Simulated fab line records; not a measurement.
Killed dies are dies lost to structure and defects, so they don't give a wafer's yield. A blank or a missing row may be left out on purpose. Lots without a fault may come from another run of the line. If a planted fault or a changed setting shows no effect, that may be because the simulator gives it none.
The tool behind it: which one? | flow n5 finfet | route of 1938 steps, sampled at 1 step: 10 lots, 30 wafers

== WHAT THE GAUGES SHOWED, per wafer ==
N5_BEOL_M4_RC_MEAS_101.
lot  | measured     | on        | DIBL_N (mV/V)
L208 | day 8 01:43  | prober-02 | 37.7 35.6 35.6
L209 | day 8 10:36  | prober-01 | 38.6 37.0 36.2
L212 | day 9 06:21  | prober-02 | 35.2 36.7 34.6
L219 | day 11 02:45 | prober-01 | 40.9 40.6 39.4
L220 | day 11 05:12 | prober-01 | 37.9 37.9 35.4
L221 | day 11 09:48 | prober-01 | 37.6 35.4 39.6
L222 | day 12 04:51 | prober-02 | 34.6 37.4 34.8
L228 | day 13 21:14 | prober-02 | 38.0 38.9 38.2
L229 | day 14 02:49 | prober-02 | 36.8 38.6 34.2
L231 | day 14 05:08 | prober-01 | 34.0 35.2 35.9

== TOOL THAT RAN EACH LOT (tool first, then ch and the chambers of the sampled wafers, then the start) ==
Before these readings, the record contains no process step.

== THE ANSWER, worked out from the rows above alone ==
Rule: what is usual is taken from the lots themselves. The widest of any qualifying gaps counts: lots, ordered by their means at a reading, are off when they make up no more than a third of the lots, leave a main group of 4 or more, and stand apart from it by 3 or more times the standard deviation of that group's means. If all means in a main group match to the digits the tables above print for the reading, that group is not used. Also off: a lot with no number at a reading for which 4 or more lots have one. All remaining lots with rows at the step are treated as sound.
No lot is off at any reading shown: from this, nothing can be told.

== WHAT WAS PUT IN BY THE SIMULATOR ==
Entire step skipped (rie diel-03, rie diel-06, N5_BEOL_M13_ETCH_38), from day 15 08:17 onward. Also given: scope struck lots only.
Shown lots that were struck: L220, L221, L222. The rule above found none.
